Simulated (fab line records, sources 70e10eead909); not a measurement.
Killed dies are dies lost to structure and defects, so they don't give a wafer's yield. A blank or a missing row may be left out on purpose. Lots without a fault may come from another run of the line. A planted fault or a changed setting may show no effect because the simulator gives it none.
A struck lot beside a sound one | flow nand_harc | 12 steps out of a route of 1302
Sound: wafers L346.3, L346.4, L346.5. Struck: wafers L345.2, L345.3, L345.5. The cause comes at the end.
At each step with rows: each side's tool, then ch and its chambers, then its first start. Under that, the readings that differ: sound wafers | struck wafers | difference of the means | sigmas: that difference in standard deviations of wafers without a fault.
alike: readings whose means differ by less than 2 such deviations, and words and numbers that are the same on both sides. not compared: withheld readings, readings that some wafer has no value for, bounds like >300 that may hide the same value, and numbers for which the record gives no deviation and whose values overlap.
The two part at a step that has a row with sigmas, a row that says differs or no value, or rows on one side only. Numbers that don't overlap but have no deviation are shown without sigmas and don't part them. A reading that every wafer of one side lacks parts them only if that side has two wafers or more.

first, 1 step without rows for these wafers: NHARC_A_WL_FILL_ALD_02 (deposits TiN, target thk 2 nm, pulse time 3 s, ald cycles 100).
NHARC_A_WL_FILL_CVD_03: deposits W, target thk 40 nm, time 279 s.
  sound on cvd_w-01 ch 0,1, day 24 19:01; struck on cvd_w-01 ch 0,1, day 25 04:59
  alike: heater_power_w, susceptor_temp_C, throttle_valve_pct
NHARC_A_WL_FILL_ETCHBACK_04: etches the open film in NF3, target depth 60 nm, time 120 s.
  sound on rie_metal-03 ch 0,1, day 24 19:21; struck on rie_metal-02 ch 0,1, day 25 05:18
  alike: drypump_motor_current_A, he_backside_leak_sccm, oes_product_au, run_length_s
  not compared: rf_hours_counter_h
NHARC_A_WL_FILL_ETCHBACK_05: etches the open film in Cl2/BCl3, target depth 22 nm, time 60 s.
  sound on rie_metal-03 ch 0,1, day 24 19:33; struck on rie_metal-02 ch 0,1, day 25 05:32
  alike: drypump_motor_current_A, he_backside_leak_sccm, oes_product_au, run_length_s
  not compared: rf_hours_counter_h
NHARC_A_WL_FILL_STRIP_27: strips in N2/H2, time 20 s.
  sound on plasma_asher-01 ch 0,1, day 24 19:43; struck on plasma_asher-02 ch 0,1, day 25 05:43
  alike: drypump_motor_current_A, heater_power_w
  not compared: rf_hours_counter_h
then, 5 steps without rows for these wafers: NHARC_A_WL_FILL_STRIP_28 (strips in post etch residue remover, time 1200 s); NHARC_A_WL_FILL_PRECLEAN_06 (cleans in DIW, time 300 s); NHARC_A_WL_FILL_SRD_07; NHARC_A_WL_FILL_ANNEAL_08 (time 1800 s); NHARC_A_WL_FILL_ALD_10 (deposits SiO2, target thk 50 nm, pulse time 10 s, ald cycles 500).
NHARC_A_WL_FILL_ETCHBACK_16: etches the open film in C4F8/O2/Ar, target depth 120 nm, time 24 s.
  sound on rie_diel-11 ch 0,3, day 25 05:35; struck on rie_diel-11 ch 0,2, day 25 17:14
  reading               | sound             | struck            | difference | sigmas
  oes_product_au (a.u.) | 0.997 0.997 0.993 | 0.916 0.917 0.909 | -0.082     | -3
  run_length_s (s)      | 45.1 45.4 46.0    | 27.3 27.9 27.7    | -17.9      | -42
  alike: rf_vpp_V
  not compared: rf_hours_counter_h
NHARC_A_WL_FILL_STRIP_29: strips in O2, time 20 s.
  sound on rie_diel-11 ch 1,2,3, day 25 05:41; struck on rie_diel-11 ch 0,1, day 25 17:20
  alike: drypump_motor_current_A, oes_product_au, rf_vpp_V, showerhead_plenum_p_Torr, throttle_valve_pct
  not compared: rf_hours_counter_h

WHERE THEY PART
Only at NHARC_A_WL_FILL_ETCHBACK_16, within this record. Later steps at which nothing parts them and some readings are alike: NHARC_A_WL_FILL_STRIP_29.

WHY: what the simulator had put in
Process parameter drift: rie_diel-11, from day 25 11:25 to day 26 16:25, at NHARC_A_WL_FILL_ETCHBACK_16. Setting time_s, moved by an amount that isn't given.
